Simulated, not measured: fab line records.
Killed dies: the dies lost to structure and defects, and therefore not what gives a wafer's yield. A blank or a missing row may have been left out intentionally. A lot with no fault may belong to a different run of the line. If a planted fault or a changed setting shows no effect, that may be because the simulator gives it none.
What tool caused it? / flow nand harc / 15 lots with 45 wafers sampled at 3 steps, on a route of 1159 steps

## WHAT THE GAUGES SHOWED, per wafer
NHARC_P_BONDPAD_INSPECT_23. Usual: raw defect count 316, standard deviation 110.
lot=L609; measured=day 6 21:46; on=defect inspect-02; raw defect count=184 285 302; flag=
lot=L610; measured=day 6 23:11; on=defect inspect-01; raw defect count=167 209 204; flag=
lot=L611; measured=day 7 02:05; on=defect inspect-02; raw defect count=318 258 237; flag=
lot=L612; measured=day 7 03:11; on=defect inspect-01; raw defect count=271 218 311; flag=
lot=L613; measured=day 7 11:34; on=defect inspect-01; raw defect count=405 396 201; flag=
lot=L615; measured=day 7 22:40; on=defect inspect-01; raw defect count=318 312 194; flag=
lot=L614; measured=day 8 01:57; on=defect inspect-01; raw defect count=236 254 239; flag=
lot=L617; measured=day 8 09:11; on=defect inspect-02; raw defect count=252 349 488; flag=
lot=L618; measured=day 8 23:07; on=defect inspect-01; raw defect count=188 382 316; flag=
lot=L621; measured=day 9 21:46; on=defect inspect-02; raw defect count=475 268 363; flag=
lot=L624; measured=day 10 13:49; on=defect inspect-01; raw defect count=197 279 206; flag=
lot=L626; measured=day 10 14:26; on=defect inspect-01; raw defect count=302 180 305; flag=
lot=L625; measured=day 10 15:25; on=defect inspect-02; raw defect count=741 422 401; flag=
lot=L627; measured=day 11 04:10; on=defect inspect-02; raw defect count=342 324 250; flag=
lot=L632; measured=day 12 11:54; on=defect inspect-02; raw defect count=518 243 309; flag=

NHARC_A_ONON_D1_THK_MEAS_02: measures by ellipsometry. Usual: thk nm 1000 nm, standard deviation 9.3.
lot=L609; measured=day 7 22:01; on=film metro-01; thk nm (nm)=991 988 989; flag=
lot=L610; measured=day 7 22:04; on=film metro-02; thk nm (nm)=1003 1002 1002; flag=
lot=L611; measured=day 8 05:22; on=film metro-01; thk nm (nm)=1010 1009 1009; flag=
lot=L612; measured=day 8 05:23; on=film metro-02; thk nm (nm)=1000 1000 1000; flag=
lot=L613; measured=day 8 17:04; on=film metro-01; thk nm (nm)=996 997 996; flag=
lot=L615; measured=day 8 23:27; on=film metro-01; thk nm (nm)=1016 1018 1018; flag=
lot=L614; measured=day 8 23:29; on=film metro-02; thk nm (nm)=996 997 996; flag=
lot=L617; measured=day 9 13:32; on=film metro-02; thk nm (nm)=995 993 993; flag=
lot=L618; measured=day 9 23:34; on=film metro-02; thk nm (nm)=998 997 998; flag=
lot=L621; measured=day 10 20:25; on=film metro-02; thk nm (nm)=986 987 985; flag=
lot=L624; measured=day 11 13:10; on=film metro-02; thk nm (nm)=1004 1005 1006; flag=
lot=L626; measured=day 11 13:29; on=film metro-02; thk nm (nm)=938 938 938; flag=OFF
lot=L625; measured=day 11 13:08; on=film metro-01; thk nm (nm)=944 945 946; flag=OFF
lot=L627; measured=day 12 07:38; on=film metro-01; thk nm (nm)=947 944 946; flag=OFF
lot=L632; measured=day 13 12:02; on=film metro-02; thk nm (nm)=1016 1015 1016; flag=

## WHICH TOOL RAN EACH LOT (tool, then ch and the chambers of the sampled wafers, then the start)
lot=L609; NHARC_A_ONON_D1_DEP_00=pecvd onon-04 ch 0, day 7 21:31
lot=L610; NHARC_A_ONON_D1_DEP_00=pecvd onon-02 ch 0, day 7 21:31
lot=L611; NHARC_A_ONON_D1_DEP_00=pecvd onon-02 ch 0, day 8 04:51
lot=L612; NHARC_A_ONON_D1_DEP_00=pecvd onon-01 ch 0, day 8 04:56
lot=L613; NHARC_A_ONON_D1_DEP_00=pecvd onon-04 ch 0, day 8 16:33
lot=L615; NHARC_A_ONON_D1_DEP_00=pecvd onon-01 ch 0, day 8 23:04
lot=L614; NHARC_A_ONON_D1_DEP_00=pecvd onon-04 ch 0, day 8 23:02
lot=L617; NHARC_A_ONON_D1_DEP_00=pecvd onon-04 ch 0, day 9 13:02
lot=L618; NHARC_A_ONON_D1_DEP_00=pecvd onon-04 ch 0, day 9 23:04
lot=L621; NHARC_A_ONON_D1_DEP_00=pecvd onon-02 ch 0, day 10 19:55
lot=L624; NHARC_A_ONON_D1_DEP_00=pecvd onon-01 ch 0, day 11 12:38
lot=L626; NHARC_A_ONON_D1_DEP_00=pecvd onon-02 ch 0, day 11 12:58
lot=L625; NHARC_A_ONON_D1_DEP_00=pecvd onon-02 ch 0, day 11 12:47
lot=L627; NHARC_A_ONON_D1_DEP_00=pecvd onon-02 ch 0, day 12 07:11
lot=L632; NHARC_A_ONON_D1_DEP_00=pecvd onon-01 ch 0, day 13 11:32
- NHARC_A_ONON_D1_DEP_00: target thk 1000 nm.

## AS READ BY THE TOOLS THEMSELVES (means over the sampled wafers that have a number; for cases with no such wafer, the mark the record gives instead)
NHARC_A_ONON_D1_DEP_00. Usual: n2o flow sccm 1999 sccm, standard deviation 7.2; nh3 flow sccm 499.9 sccm, standard deviation 1.3.
lot=L609; tool=pecvd onon-04; n2o flow sccm (sccm)=2010; nh3 flow sccm (sccm)=499.3; flag=
lot=L610; tool=pecvd onon-02; n2o flow sccm (sccm)=1999; nh3 flow sccm (sccm)=499.1; flag=
lot=L611; tool=pecvd onon-02; n2o flow sccm (sccm)=1999; nh3 flow sccm (sccm)=499.1; flag=
lot=L612; tool=pecvd onon-01; n2o flow sccm (sccm)=1999; nh3 flow sccm (sccm)=500.3; flag=
lot=L613; tool=pecvd onon-04; n2o flow sccm (sccm)=1998; nh3 flow sccm (sccm)=500.4; flag=
lot=L615; tool=pecvd onon-01; n2o flow sccm (sccm)=2002; nh3 flow sccm (sccm)=500.9; flag=
lot=L614; tool=pecvd onon-04; n2o flow sccm (sccm)=1994; nh3 flow sccm (sccm)=499.9; flag=
lot=L617; tool=pecvd onon-04; n2o flow sccm (sccm)=1990; nh3 flow sccm (sccm)=500.0; flag=
lot=L618; tool=pecvd onon-04; n2o flow sccm (sccm)=2005; nh3 flow sccm (sccm)=499.3; flag=
lot=L621; tool=pecvd onon-02; n2o flow sccm (sccm)=2004; nh3 flow sccm (sccm)=500.2; flag=
lot=L624; tool=pecvd onon-01; n2o flow sccm (sccm)=2004; nh3 flow sccm (sccm)=502.1; flag=
lot=L626; tool=pecvd onon-02; n2o flow sccm (sccm)=2001; nh3 flow sccm (sccm)=499.2; flag=
lot=L625; tool=pecvd onon-02; n2o flow sccm (sccm)=2001; nh3 flow sccm (sccm)=500.7; flag=
lot=L627; tool=pecvd onon-02; n2o flow sccm (sccm)=1986; nh3 flow sccm (sccm)=499.1; flag=
lot=L632; tool=pecvd onon-01; n2o flow sccm (sccm)=2004; nh3 flow sccm (sccm)=498.7; flag=

## THE ANSWER, worked out from the rows above alone
Rule: lot off if the mean of its wafers having a number is beyond 3 standard deviations from the usual mean. Also off: a lot with no number at a reading for which 4 or more lots have one. Where the step has rows for the other lots, those lots are counted as sound. Order of review: gauges by route order, followed by the tools' own readings, for which a lot's mean as printed above is used. At the first step where some lot is off, the reading lying furthest off is the one used; lots without a number count as furthest.
Off, at NHARC_A_ONON_D1_THK_MEAS_02 on thk nm: L626, L625, L627.
A tool fits if, at a process step before that reading, it ran every lot that is off, and no sound lot after the first of them. Those tools and the gauges at NHARC_A_ONON_D1_THK_MEAS_02 are tried in the same way. One candidate fits, namely pecvd onon-02 at NHARC_A_ONON_D1_DEP_00. Its last sound lot is L621 (day 10 19:55), its first lot that is off L625 (day 11 12:47): a fault that began between those two fits.

## WHAT THE SIMULATOR HAD PUT IN
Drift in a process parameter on pecvd onon-02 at NHARC_A_ONON_D1_DEP_00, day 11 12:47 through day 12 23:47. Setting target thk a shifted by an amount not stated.
Struck lots among those shown: L626, L625, L627. The rule above reached the same finding.
